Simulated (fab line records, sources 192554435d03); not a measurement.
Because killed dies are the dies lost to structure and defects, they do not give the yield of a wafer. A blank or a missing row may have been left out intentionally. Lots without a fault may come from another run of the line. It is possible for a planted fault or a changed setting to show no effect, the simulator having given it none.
Chamber matching | flow n5_finfet | 4 sister chambers for N5_BEOL_M10_STRIP_36 on rie_diel-03
The step strips in N2/H2. 4 wafers are shown with their chamber, then 8 later ones without.

WAFERS, EACH WITH ITS CHAMBER
wafer  | chamber | drypump_motor_current_A (A)
L088.2 | 1       | 5.9
L088.3 | 3       | 5.5
L088.5 | 0       | 5.6
L093.2 | 2       | 5.1

WAFERS MISSING THEIR CHAMBER
wafer  | drypump_motor_current_A (A)
L093.3 | 5.7
L093.6 | 5.1
L096.1 | 5.7
L096.4 | 5.9
L096.5 | 5.7
L097.1 | 5.6
L097.3 | 5.1
L097.6 | 5.1

WHICH CHAMBER EACH ONE RAN IN
wafer  | from the rows above          | in truth
L093.3 | can't be placed: 0 or 1 or 3 | 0
L093.6 | 2                            | 2
L096.1 | can't be placed: 0 or 1 or 3 | 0
L096.4 | 1                            | 1
L096.5 | can't be placed: 0 or 1 or 3 | 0
L097.1 | can't be placed: 0 or 3      | 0
L097.3 | 2                            | 2
L097.6 | 2                            | 2
4 of 8 placed correctly. Cannot be placed on the basis of these rows: 4; the candidates contain the true chamber in 4. 0 placed wrongly.
How it was worked out, from the rows above alone: a wafer's distance from a chamber is the root of the sum, over the readings, of the square of ((its reading less the chamber's mean) divided by the reading's scatter). The wafer belongs to the nearest chamber; if the next one is less than 2 further off, it can't be placed. For every chamber, the mean is computed from those of its wafers that are shown. The scatter: root of mean squared gap, hidden wafer to nearest shown wafer, with one shown wafer a chamber.
